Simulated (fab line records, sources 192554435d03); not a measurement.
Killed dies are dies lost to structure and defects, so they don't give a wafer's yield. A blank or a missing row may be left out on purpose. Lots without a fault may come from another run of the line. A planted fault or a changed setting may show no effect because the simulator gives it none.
fab line records | flow n5_finfet | part 2 of 2: steps 10 to 10 of 10
record lots=7 wafers=21 last_day=17
route steps=1938 shown BEOL_M4@1111 BEOL_M7@1267 BEOL_M15@1830 PASSIVATION@1936
lots that met no fault: from a run of the same line without faults
start_h: hours from the record's first day to the start of the lot's first wafer shown | wait_h: hours since the lot's step before | " the same as in the row above | L1.1+2: a row that stands for several wafers | - no value, or no start given | * or withheld: withheld | < > ~ a bound
route shown NAME@n: a module of which the file shows steps, and the number in the route of the first | usual: mean/standard deviation of fault-free wafers | same: alike in all rows | chamber/n: place in a boat | sites: the reading at each site | _std_site: their standard deviation | _edge_site: outer sites' mean less inner sites' | radius_mm: how far each site lies from the wafer's centre | mask NAME#n: copy n | behind: the tool/chamber that last shaped the wafer | hold: why the lot was held/for how many hours/how that ended | device: the transistor (n, p or np) that didn't switch | end of line: the same wafers' tests at the end of the route | a step without rows: its recipe alone | killed: dies lost to structure and defects at the first sort, not the wafer's yield | map: a wafer's dies, x killed, . not, _ none there
set.NAME: the setting as run; set.NAME@STEP: as run at that earlier step | model.NAME: the simulator's own value behind a step, which no gauge read
steps of the route over a sample of lots; a table a step, a row a wafer
services: from which hour (start_h, from the record's first day; less than 0 if before it) a tool's chamber was out of use, for how many hours, and why
## steps
# step N5_PASSIVATION_PROBE_49
# usual defect_limited_yield=91.1/1.5 killed_at_M0_to_M3=37/11 killed_at_M4_up=13/5.6 killed_at_contacts=12/5.6 killed_at_front_end=39/11 killed_at_other=4/3.1 killed_dies=105/18 killed_on_rim=14/3.8 killed_open=69/13 killed_short=35/7.4 sort_bin_4_leakage=0.00/0.022 sort_bin_5_function=5.1/0.92 sort_bin_6_memory=3.4/0.76 sort_bin_8_speed=0.02/0.11 sort_n_pass=1075/18
# same gross_dies=1180 killed_at_back_side=0
# columns lot.wafer tool chamber start_h wait_h defect_limited_yield[%] killed_at_M0_to_M3 killed_at_M4_up killed_at_contacts killed_at_front_end killed_at_other killed_dies killed_on_rim killed_open killed_short sort_bin_4_leakage[%] sort_bin_5_function[%] sort_bin_6_memory[%] sort_bin_8_speed[%] sort_n_pass
L331.2 prober-02 - 269.13 0.1 90.7 42 10 14 43 1 110 8 80 30 0.08 5.4 3.4 0 1069
L331.4 prober-02 - 269.23 0.2 92.9 23 11 16 32 2 84 10 57 27 0 4.5 2.3 0 1096
L331.6 prober-02 - 269.33 0.3 93.0 19 10 13 41 0 83 7 52 31 0 3.6 3.0 0 1097
L335.1 prober-01 - 290.39 0.0 89.2 24 25 15 62 2 128 15 79 40 0 6.4 3.4 0 1052
L335.2 prober-01 - 290.44 0.1 82.2 17 153 11 23 6 210 25 44 28 0 4.2 1.6 11.69 969
L335.3 prober-01 - 290.49 0.1 84.1 30 117 8 33 0 188 25 59 30 0 4.6 2.8 8.14 992
L336.1 prober-01 - 301.72 0.0 89.0 44 11 10 59 6 130 15 86 42 0 6.7 4.1 0 1050
L336.3 prober-01 - 301.82 0.1 86.6 38 62 8 44 6 158 21 70 42 0 5.8 3.5 3.73 1022
L336.6 prober-01 - 301.97 0.3 90.3 32 13 12 48 9 114 13 65 47 0 5.3 4.2 0 1066
L338.3 prober-02 - 324.51 0.1 74.9 50 177 26 37 6 296 32 108 32 0 7.5 4.2 13.14 884
L338.4 prober-02 - 324.56 0.2 89.6 39 16 8 59 1 123 17 80 43 0 5.5 4.5 0 1057
L338.6 prober-02 - 324.66 0.3 92.2 31 7 10 41 3 92 12 60 31 0 4.9 2.6 0 1088
L349.1 prober-02 - 391.82 0.0 87.7 68 7 11 53 6 145 24 104 41 0 7.5 4.2 0 1035
L349.4 prober-02 - 391.97 0.2 88.2 48 21 14 51 5 139 21 94 43 0 7.5 3.6 0 1041
L349.6 prober-02 - 392.07 0.3 90.8 42 22 7 37 0 108 9 71 37 0 5.8 2.8 0 1072
L347.1 prober-02 - 395.17 0.0 90.8 20 11 18 55 4 108 19 74 34 0 5.3 3.6 0 1072
L347.5 prober-02 - 395.37 0.2 92.0 27 11 4 49 3 94 16 65 29 0 4.2 3.5 0 1086
L347.6 prober-02 - 395.42 0.3 91.0 35 15 7 47 2 106 13 73 32 0 5.4 3.5 0 1074
L348.1 prober-02 - 410.03 0.0 92.8 25 10 13 33 4 85 11 53 30 0 5.0 1.9 0 1095
L348.3 prober-02 - 410.13 0.1 90.6 33 20 19 38 1 111 14 70 38 0 4.9 4.2 0 1069
L348.4 prober-02 - 410.18 0.2 92.8 22 13 8 40 2 85 13 58 26 0 4.2 2.8 0 1095
# killed by level:class
L331.2 BEOL_M0_SAQP:geometric_particle:open=12 MOL_CONTACT_COAG:geometric_particle:open=11 BEOL_M2:geometric_particle:open=11 DUMMY_GATE:geometric_particle:open=9 STI_FIN_REVEAL:geometric_particle:open=7 GATE_CUT:geometric_particle:short=7 GATE_CUT:geometric_particle:open=6 BEOL_M3:geometric_particle:open=5
L331.4 MOL_CONTACT_COAG:geometric_particle:open=12 BEOL_M2:geometric_particle:open=9 GATE_CUT:geometric_particle:short=7 GATE_CUT:geometric_particle:open=6 FIN_SAQP:geometric_particle:open=4 MOL_CONTACT_COAG:geometric_particle:short=4 BEOL_M0_SAQP:geometric_particle:open=4 BEOL_M3:geometric_particle:open=4
L331.6 MOL_CONTACT_COAG:geometric_particle:open=10 GATE_CUT:geometric_particle:short=9 FIN_SAQP:geometric_particle:short=8 BEOL_M1:geometric_particle:open=6 DUMMY_GATE:geometric_particle:open=5 FIN_SAQP:geometric_particle:open=4 STI_FIN_REVEAL:geometric_particle:open=4 BEOL_M2:geometric_particle:open=4
L335.1 BEOL_M4:geometric_particle:open=18 MOL_CONTACT_COAG:geometric_particle:open=13 STI_FIN_REVEAL:geometric_particle:open=12 FIN_SAQP:geometric_particle:short=11 BEOL_M0_SAQP:geometric_particle:short=9 FIN_SAQP:geometric_particle:open=8 HKMG_FIN:area_etch=8 GATE_CUT:geometric_particle:short=6
L335.2 BEOL_M7:area_ecd=137 MOL_CONTACT_COAG:geometric_particle:open=9 BEOL_M4:geometric_particle:open=8 BEOL_M0_SAQP:geometric_particle:short=6 BEOL_M1:geometric_particle:open=6 FIN_SAQP:geometric_particle:short=5 PAD_METAL:geometric_particle:short=5 DUMMY_GATE:geometric_particle:open=4
L335.3 BEOL_M7:area_ecd=96 BEOL_M0_SAQP:geometric_particle:open=12 FIN_SAQP:geometric_particle:short=10 BEOL_M4:geometric_particle:open=9 STI_FIN_REVEAL:geometric_particle:open=7 MOL_CONTACT_COAG:geometric_particle:open=7 BEOL_M0_SAQP:geometric_particle:short=7 BEOL_M2:geometric_particle:short=4
L336.1 STI_FIN_REVEAL:geometric_particle:open=16 FIN_SAQP:geometric_particle:open=15 FIN_SAQP:geometric_particle:short=12 BEOL_M0_SAQP:geometric_particle:open=12 BEOL_M0_SAQP:geometric_particle:short=10 BEOL_M3:geometric_particle:open=9 MOL_CONTACT_COAG:geometric_particle:open=7 GATE_CUT:geometric_particle:short=5
L336.3 BEOL_M7:area_ecd=44 FIN_SAQP:geometric_particle:short=15 BEOL_M2:geometric_particle:open=13 FIN_SAQP:geometric_particle:open=9 STI_FIN_REVEAL:geometric_particle:open=9 BEOL_M0_SAQP:geometric_particle:short=7 MOL_CONTACT_COAG:geometric_particle:open=6 BEOL_M0_SAQP:geometric_particle:open=6
L336.6 FIN_SAQP:geometric_particle:short=19 FIN_SAQP:geometric_particle:open=10 MOL_CONTACT_COAG:geometric_particle:open=10 BEOL_M0_SAQP:geometric_particle:open=9 BEOL_M0_SAQP:geometric_particle:short=6 BEOL_M3:geometric_particle:open=6 MIM_TOP_ETCH:geometric_particle:short=5 GATE_CUT:geometric_particle:short=4
L338.3 BEOL_M7:area_ecd=155 MOL_CONTACT_COAG:geometric_particle:open=19 STI_FIN_REVEAL:geometric_particle:open=16 BEOL_M4:geometric_particle:open=13 BEOL_M0_SAQP:geometric_particle:open=13 BEOL_M0_SAQP:geometric_particle:short=13 BEOL_M3:geometric_particle:open=9 BEOL_M1:geometric_particle:open=8
L338.4 STI_FIN_REVEAL:geometric_particle:open=26 BEOL_M0_SAQP:geometric_particle:open=13 BEOL_M0_SAQP:geometric_particle:short=9 ILD0:geometric_particle:short=7 BEOL_M1:geometric_particle:open=6 MOL_CONTACT_COAG:geometric_particle:open=5 BEOL_M0:geometric_particle:open=5 STARTING-WAFER:geometric_particle:short=5
L338.6 STI_FIN_REVEAL:geometric_particle:open=16 BEOL_M1:geometric_particle:open=14 MOL_CONTACT_COAG:geometric_particle:open=7 BEOL_M0_SAQP:geometric_particle:short=6 GATE_CUT:geometric_particle:short=4 BEOL_M0_SAQP:geometric_particle:open=4 STARTING-WAFER:geometric_particle:open=4 FIN_SAQP:geometric_particle:open=3
L349.1 STI_FIN_REVEAL:geometric_particle:open=22 BEOL_M1:geometric_particle:open=16 BEOL_M0_SAQP:geometric_particle:short=12 BEOL_M2:geometric_particle:open=11 BEOL_M0_SAQP:geometric_particle:open=10 FIN_SAQP:geometric_particle:open=9 DUMMY_GATE:geometric_particle:open=9 BEOL_M3:geometric_particle:open=9
L349.4 FIN_SAQP:geometric_particle:open=17 BEOL_M0_SAQP:geometric_particle:open=13 BEOL_M0_SAQP:geometric_particle:short=12 DUMMY_GATE:geometric_particle:open=12 MOL_CONTACT_COAG:geometric_particle:open=12 BEOL_M4:geometric_particle:open=10 FIN_SAQP:geometric_particle:short=7 STI_FIN_REVEAL:geometric_particle:open=7
L349.6 BEOL_M4:geometric_particle:open=10 BEOL_M2:geometric_particle:short=9 BEOL_M0_SAQP:geometric_particle:open=8 BEOL_M1:geometric_particle:open=8 FIN_SAQP:geometric_particle:open=7 STI_FIN_REVEAL:geometric_particle:open=7 GATE_CUT:geometric_particle:short=6 MOL_CONTACT_COAG:geometric_particle:open=6
L347.1 FIN_SAQP:geometric_particle:open=23 FIN_SAQP:geometric_particle:short=13 MOL_CONTACT_COAG:geometric_particle:open=13 BEOL_M0_SAQP:geometric_particle:short=8 STI_FIN_REVEAL:geometric_particle:open=5 MOL_CONTACT_COAG:geometric_particle:short=5 BEOL_M2:geometric_particle:open=4 BEOL_M8:geometric_particle:open=4
L347.5 FIN_SAQP:geometric_particle:open=18 STI_FIN_REVEAL:geometric_particle:open=8 BEOL_M0_SAQP:geometric_particle:short=7 BEOL_M0_SAQP:geometric_particle:open=7 FIN_SAQP:geometric_particle:short=6 GATE_CUT:geometric_particle:short=5 BEOL_M1:geometric_particle:open=4 BEOL_M2:geometric_particle:open=4
L347.6 BEOL_M0_SAQP:geometric_particle:open=15 FIN_SAQP:geometric_particle:open=13 BEOL_M0_SAQP:geometric_particle:short=8 GATE_CUT:geometric_particle:short=7 GATE_CUT:geometric_particle:open=7 MOL_CONTACT_COAG:geometric_particle:open=6 STI_FIN_REVEAL:geometric_particle:open=5 BEOL_M4:geometric_particle:open=5
L348.1 MOL_CONTACT_COAG:geometric_particle:open=12 FIN_SAQP:geometric_particle:open=8 STI_FIN_REVEAL:geometric_particle:open=7 GATE_CUT:geometric_particle:short=7 BEOL_M1:geometric_particle:open=5 BEOL_M3:geometric_particle:open=4 BEOL_M2:geometric_particle:short=4 BEOL_M1:geometric_particle:short=3
L348.3 MOL_CONTACT_COAG:geometric_particle:open=16 FIN_SAQP:geometric_particle:open=9 FIN_SAQP:geometric_particle:short=8 BEOL_M3:geometric_particle:open=8 BEOL_M4:geometric_particle:open=6 BEOL_M0_SAQP:geometric_particle:open=5 BEOL_M2:geometric_particle:short=4 BEOL_M3:geometric_particle:short=4
L348.4 GATE_CUT:geometric_particle:open=9 MOL_CONTACT_COAG:geometric_particle:open=8 FIN_SAQP:geometric_particle:open=7 BEOL_M3:geometric_particle:open=6 GATE_CUT:geometric_particle:short=6 BEOL_M1:geometric_particle:short=6 BEOL_M4:geometric_particle:open=6 FIN_SAQP:geometric_particle:short=5
## services
# columns tool chamber start_h hours kind
pecvd-02 - 183.88 14.6 pm
pecvd-01 2 185.92 28.9 repair
pecvd-02 2 202.38 - clean
pecvd-02 2 202.38 - consumable_replace:showerhead
pecvd-02 2 202.38 29.0 scheduled_down
pecvd-02 2 202.38 29.0 vent_cycle
rie_metal-02 0 204.74 - clean
rie_metal-02 1 209.25 8.3 repair
rie_metal-02 - 233.44 1.1 repair
rie_metal-03 0 240.05 54.4 repair
pecvd-02 2 242.56 2.1 scheduled_down
rie_diel-03 2 244.14 - clean
rie_diel-03 2 244.14 - consumable_replace:focus_ring
rie_diel-03 2 244.14 16.8 scheduled_down
rie_diel-03 2 244.14 16.8 vent_cycle
rie_diel-03 0 270.19 - clean
rie_diel-03 0 270.19 - consumable_replace:focus_ring
pecvd-02 - 271.91 2.8 pm
pecvd-01 1 276.15 2.1 scheduled_down
pecvd-01 - 283.28 4.3 pm
pvd_sputter-02 - 311.06 2.8 repair
rie_metal-03 1 326.35 - clean
rie_metal-03 1 326.35 12.2 scheduled_down
rie_metal-03 1 326.35 12.2 vent_cycle
## key
first_sign step=N5_BEOL_M7_OCD_MEAS_38 reading=trench_depth_nm direction=down sigmas=22 usual=93.7 struck=55.1
effect step=N5_BEOL_M7_THK_MEAS_53 reading=M7_THK direction=down sigmas=19 usual=82.1 struck=43.5
effect step=N5_BEOL_M7_RS_MEAS_57 reading=M7_RS direction=up sigmas=42 usual=0.282 struck=0.610
effect step=N5_BEOL_M15_RC_MEAS_101 reading=SERP_M7 direction=up sigmas=22 usual=13.6 struck=28.6
effect step=N5_PASSIVATION_PROBE_49 reading=sort_bin_8_speed direction=up sigmas=81 usual=0.02 struck=9.17
more_kills_born_at N5_BEOL_M7_ECD_50@ecd_cu-01=277 N5_BEOL_M7_ECD_50@ecd_cu-02=155
met_at N5_BEOL_M7_TRENCH_ETCH_37
struck_lots L335,L336,L338
struck_wafers L335.2,L335.3,L336.3,L338.3
not_acting_at N5_BEOL_M7_HM_DEP_02,N5_BEOL_M7_HM_OPEN_17,N5_BEOL_M7_DEP_56
onset_between 185.24 215.55
fault kind=process_parameter_drift tool=rie_diel-03 chamber=- onset_h=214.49 steps=N5_BEOL_M7_TRENCH_ETCH_37 channel=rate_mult offset=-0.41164 shape=step end_h=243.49 scope=struck_wafers_only
